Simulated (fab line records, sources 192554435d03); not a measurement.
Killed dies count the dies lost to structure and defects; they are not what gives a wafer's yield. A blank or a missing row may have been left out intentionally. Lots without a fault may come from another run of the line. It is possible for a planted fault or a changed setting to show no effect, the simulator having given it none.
fab line records	flow n5-finfet	part 2 of 2: steps 26 to 31 of 31
[record] lots = 5	wafers = 15	last-day = 19
route steps=1938 shown BEOL_M10@1480
lots that met no fault: from a run of the same line without faults
start-h: hours from the record's first day to the start of the lot's first wafer shown	wait-h: hours from the lot's prior step to this one	" unchanged from the row above	L1.1+2: one row covering several wafers at once	- no value present, or no start provided	* or withheld: withheld	< > ~ a bound
route shown NAME@n: names a module that has steps shown in the file, with the first one's number in the route	usual: mean/standard deviation of fault-free wafers	same: alike in all rows	chamber/n: place in a boat	sites: per-site readings	_std_site: the standard deviation of these	_edge_site: inner sites' mean taken away from outer sites' mean	radius-mm: for every site, how far away it sits from the centre of the wafer	mask NAME#n: copy n	behind: the most recent tool/chamber to have shaped the wafer	hold: reason for holding the lot/hours on hold/outcome of the hold	device: whichever transistor did not switch (one of n, p or np)	end of line: at the end of the route, the tests of the same wafers	for a step that has no rows: nothing shown but its recipe	killed: the dies lost at the first sort to structure and to defects; this is not the yield of the wafer	map: a wafer's dies, marking killed ones x, the rest . and places with no die _
set.NAME: the setting as run; set.NAME@STEP: as run at that earlier step	model.NAME: the simulator's own value behind a step, which no gauge read
a table for each step, a row for each wafer; lots at some steps of the route
services: the hour from which a tool's chamber was out of use, counted from the record's first day as start-h (under 0 if before that day), plus the number of hours and why
[[steps]]
[step N5_BEOL_M10_DESCUM_33]
[recipe] chemistry = O2	time-s = 7.9	source-power-w = 50	bias-power-w = 20	pressure-mtorr = 20	rf-frequency-hz = 2.712e+07	temp-c = 40	resist = CAR-ArF	o2-flow-sccm = 225
[usual] drypump-motor-current-A = 5.6/0.55	oes-product-au = 0.79/0.076	rf-vpp-V = 243.0/1.1	showerhead-plenum-p-Torr = 2.08/0.065	throttle-valve-pct = 20.18/0.17
[same] time-s = 7.9
lot.wafer	tool	chamber	start-h	wait-h	drypump-motor-current-A	oes-product-au	rf-hours-counter-h	rf-vpp-V	showerhead-plenum-p-Torr	throttle-valve-pct
L077.1	rie-diel-05	2	305.21	0.0	5.4	0.73	177	242.7	2.07	20.01
L077.2	"	0	"	"	5.2	0.77	140	242.1	2.09	20.26
L077.4	"	3	"	"	5.2	0.86	57	241.5	2.03	20.14
L078.1	rie-diel-01	2	334.86	0.1	5.2	0.86	29	244.3	2.24	20.12
L078.3	"	3	"	"	5.6	0.78	116	241.7	2.02	20.10
L078.5	"	2	"	"	5.2	0.86	-	245.9	2.24	20.12
L088.1	rie-diel-01	1	368.20	0.0	5.1	0.69	235	244.8	2.16	20.52
L088.2	"	0	"	"	5.5	1.01	0	242.1	2.07	20.19
L088.4	"	3	"	"	5.6	0.76	131	243.2	2.02	20.13
L089.1	rie-diel-04	3	368.50	0.1	6.6	0.90	18	243.6	2.15	20.19
L089.3	"	0	"	"	5.8	0.88	38	242.0	2.04	20.00
L089.5	"	3	"	"	6.5	0.90	-	243.7	2.15	20.18
L093.2	rie-diel-05	0	404.42	0.0	5.2	0.74	174	243.5	2.07	20.33
L093.3	"	3	"	"	5.2	0.81	90	243.5	2.02	20.18
L093.4	"	2	"	"	5.4	0.71	212	243.8	2.06	20.07
[step N5_BEOL_M10_ETCH_65]
[recipe] chemistry = CF4	target = SiARC	target-depth-a = 390	mask-material = CAR-ArF	time-s = 65	ion-energy-ev = 80	pressure-mtorr = 40	source-w = 545	bias-w = 36	Ar_flow_sccm = 100	cf4-flow-sccm = 100	ends = cleared
[usual] drypump-motor-current-A = 5.6/0.55	etch-rf-on-time-s = 65.9/2	oes-product-au = 0.67/0.07	rf-vpp-V = 184.0/1.1	showerhead-plenum-p-Torr = 2.14/0.053	throttle-valve-pct = 15.45/0.18
lot.wafer	tool	chamber	start-h	wait-h	drypump-motor-current-A	etch-rf-on-time-s	oes-product-au	rf-hours-counter-h	rf-vpp-V	showerhead-plenum-p-Torr	throttle-valve-pct
L077.1	rie-diel-05	2	305.24	0.0	5.4	64.1	0.63	177	183.4	2.15	15.43
L077.2	"	0	"	"	5.2	66.8	0.63	140	183.5	2.16	15.62
L077.4	"	3	"	"	5.2	66.4	0.74	57	182.4	2.10	15.44
L078.1	rie-diel-01	2	334.90	0.0	5.3	63.5	0.76	29	185.3	2.28	15.19
L078.3	"	3	"	"	5.6	65.2	0.67	116	183.1	2.07	15.37
L078.5	"	2	"	"	5.2	63.4	0.76	-	184.6	2.28	15.17
L088.1	rie-diel-01	1	368.24	0.0	5.1	66.9	0.59	235	184.7	2.19	15.64
L088.2	"	0	"	"	5.5	65.9	0.85	1	183.5	2.12	15.31
L088.4	"	3	"	"	5.6	65.1	0.66	131	181.5	2.07	15.41
L089.1	rie-diel-04	3	368.53	0.0	6.5	63.7	0.78	18	184.1	2.18	15.18
L089.3	"	0	"	"	5.8	65.0	0.75	38	183.4	2.11	15.27
L089.5	"	3	"	"	6.6	63.0	0.78	-	186.1	2.18	15.16
L093.2	rie-diel-05	0	404.45	0.0	5.3	67.5	0.62	174	184.2	2.14	15.69
L093.3	"	3	"	"	5.2	67.3	0.70	90	184.3	2.09	15.50
L093.4	"	2	"	"	5.4	63.8	0.61	212	184.5	2.13	15.49
[step N5_BEOL_M10_ETCH_66]
[recipe] chemistry = N2/H2	target = SOC	target-depth-a = 1200	overetch-a = 240	mask-material = SiARC	temp-c = 40	time-s = 180	ion-energy-ev = 200	pressure-mtorr = 30	source-w = 840	bias-w = 150	n2-flow-sccm = 200	h2-flow-sccm = 200
[usual] drypump-motor-current-A = 5.6/0.54	oes-product-au = 0.64/0.06	rf-vpp-V = 523.6/2	showerhead-plenum-p-Torr = 2.54/0.073	throttle-valve-pct = 17.61/0.27
[same] time-s = 180
lot.wafer	tool	chamber	start-h	wait-h	drypump-motor-current-A	oes-product-au	rf-hours-counter-h	rf-vpp-V	showerhead-plenum-p-Torr	throttle-valve-pct
L077.1	rie-diel-05	2	305.29	0.0	5.4	0.59	177	522.8	2.52	17.48
L077.2	"	0	"	"	5.2	0.62	140	525.8	2.54	17.66
L077.4	"	3	"	"	5.3	0.71	57	522.6	2.47	17.63
L078.1	rie-diel-01	2	334.95	0.0	5.3	0.71	29	528.2	2.70	17.22
L078.3	"	3	"	"	5.7	0.64	116	521.4	2.47	17.56
L078.5	"	2	"	"	5.3	0.71	-	528.9	2.70	17.22
L088.1	rie-diel-01	1	368.29	0.0	5.1	0.56	235	525.2	2.66	18.17
L088.2	"	0	"	"	5.5	0.80	1	521.7	2.51	17.47
L088.4	"	3	"	"	5.6	0.63	131	521.2	2.46	17.60
L089.1	rie-diel-04	3	368.58	0.0	6.5	0.72	18	525.3	2.58	17.36
L089.3	"	0	"	"	5.8	0.71	38	522.3	2.46	17.22
L089.5	"	3	"	"	6.6	0.74	-	525.0	2.58	17.35
L093.2	rie-diel-05	0	404.50	0.0	5.2	0.60	174	523.0	2.53	17.69
L093.3	"	3	"	"	5.3	0.67	90	522.8	2.46	17.69
L093.4	"	2	"	"	5.4	0.57	212	522.5	2.51	17.55
[step N5_BEOL_M10_STRIP_69]
[recipe] chemistry = N2/H2	temp-c = 40	n2-flow-sccm = 200	h2-flow-sccm = 200	rf-frequency-hz = 6e+07
lot.wafer	tool	chamber	start-h	wait-h
L077.1+2+4	rie-diel-05	2,0,3	305.41	0.1
L078.1+3+5	rie-diel-01	2,3,2	335.06	0.1
L088.1+2+4	rie-diel-01	1,0,3	368.40	0.1
L089.1+3+5	rie-diel-04	3,0,3	368.69	0.1
L093.2+3+4	rie-diel-05	0,3,2	404.62	0.1
[step N5_BEOL_M10_VIA_ETCH_34]
[recipe] chemistry = C4F6/O2	target = SiCOH_lowk	target-depth-a = 1845	mask-material = SOC	taper-deg = 4	time-s = 69.2	ion-energy-ev = 250	pressure-mtorr = 30	source-w = 345	bias-w = 185	Ar_flow_sccm = 300	C4F6_flow_sccm = 10	O2_flow_sccm = 10
[usual] C4F6_flow_sccm = 10.00/0.03	drypump-motor-current-A = 5.6/0.55	oes-product-au = 0.79/0.081	rf-vpp-V = 670/20	showerhead-plenum-p-Torr = 2.85/0.076	throttle-valve-pct = 20.75/0.18
[same] time-s = 69.2
lot.wafer	tool	chamber	start-h	wait-h	C4F6_flow_sccm	drypump-motor-current-A	oes-product-au	rf-hours-counter-h	rf-vpp-V	showerhead-plenum-p-Torr	throttle-valve-pct
L077.1	rie-diel-05	2	305.42	0.0	10.00	5.4	0.73	178	677	2.87	20.76
L077.2	"	0	"	"	10.08	5.3	0.75	140	668	2.85	20.80
L077.4	"	3	"	"	10.01	5.3	0.87	57	688	2.78	20.69
L078.1	rie-diel-01	2	335.07	0.0	9.96	5.3	0.89	29	676	3.05	20.59
L078.3	"	3	"	"	9.99	5.7	0.77	117	639	2.74	20.51
L078.5	"	2	"	"	9.98	5.2	0.89	-	677	3.05	20.59
L088.1	rie-diel-01	1	368.41	0.0	10.02	5.1	0.69	235	675	2.93	20.97
L088.2	"	0	"	"	10.07	5.5	1.02	1	683	2.82	20.72
L088.4	"	3	"	"	9.98	5.6	0.77	131	637	2.74	20.54
L089.1	rie-diel-04	3	368.70	0.0	10.01	6.5	0.90	18	632	2.88	20.42
L089.3	"	0	"	"	10.02	5.8	0.89	38	671	2.82	20.70
L089.5	"	3	"	"	9.98	6.6	0.90	-	631	2.88	20.40
L093.2	rie-diel-05	0	404.63	0.0	9.97	5.2	0.73	174	668	2.83	20.86
L093.3	"	3	"	"	10.05	5.3	0.82	90	687	2.76	20.73
L093.4	"	2	"	"	9.98	5.4	0.72	212	676	2.85	20.83
[step N5_BEOL_M10_STRIP_73]
[recipe] chemistry = C4F6/O2	resist = SiARC	rf-frequency-hz = 6e+07
lot.wafer	tool	chamber	start-h	wait-h
L077.1+2+4	rie-diel-05	2,0,3	305.47	0.0
L078.1+3+5	rie-diel-01	2,3,2	335.12	0.0
L088.1+2+4	rie-diel-01	1,0,3	368.47	0.0
L089.1+3+5	rie-diel-04	3,0,3	368.76	0.0
L093.2+3+4	rie-diel-05	0,3,2	404.68	0.0
[[services]]
tool	chamber	start-h	hours	kind
rie-metal-02	0	280.06	1.3	repair
arfi-scanner-02	-	302.67	1.0	pm
rie-diel-04	3	304.27	-	clean
rie-diel-04	3	304.27	-	consumable-replace:focus-ring
rie-diel-04	3	304.27	19.4	scheduled-down
rie-diel-04	3	304.27	19.4	vent-cycle
arfi-scanner-01	-	309.27	1.3	pm
arfi-scanner-01	-	315.13	0.8	pm
arfi-scanner-01	-	317.71	0.4	repair
rie-metal-03	-	319.56	0.5	repair
arfi-scanner-01	-	326.68	1.0	pm
arfi-scanner-03	-	327.31	4.9	pm
arfi-scanner-02	-	330.47	1.3	pm
arfi-scanner-02	-	337.97	0.8	pm
rie-metal-02	-	338.13	0.9	repair
arfi-scanner-02	-	342.72	1.0	pm
rie-diel-01	0	346.66	-	clean
rie-diel-01	0	346.66	-	consumable-replace:focus-ring
rie-diel-01	0	346.66	20.2	scheduled-down
rie-diel-01	0	346.66	20.2	vent-cycle
litho-track-01	-	349.65	-	consumable-replace:filter
rie-diel-04	2	364.60	12.6	repair
arfi-scanner-01	-	366.35	1.0	pm
rie-diel-01	3	395.29	4.1	repair
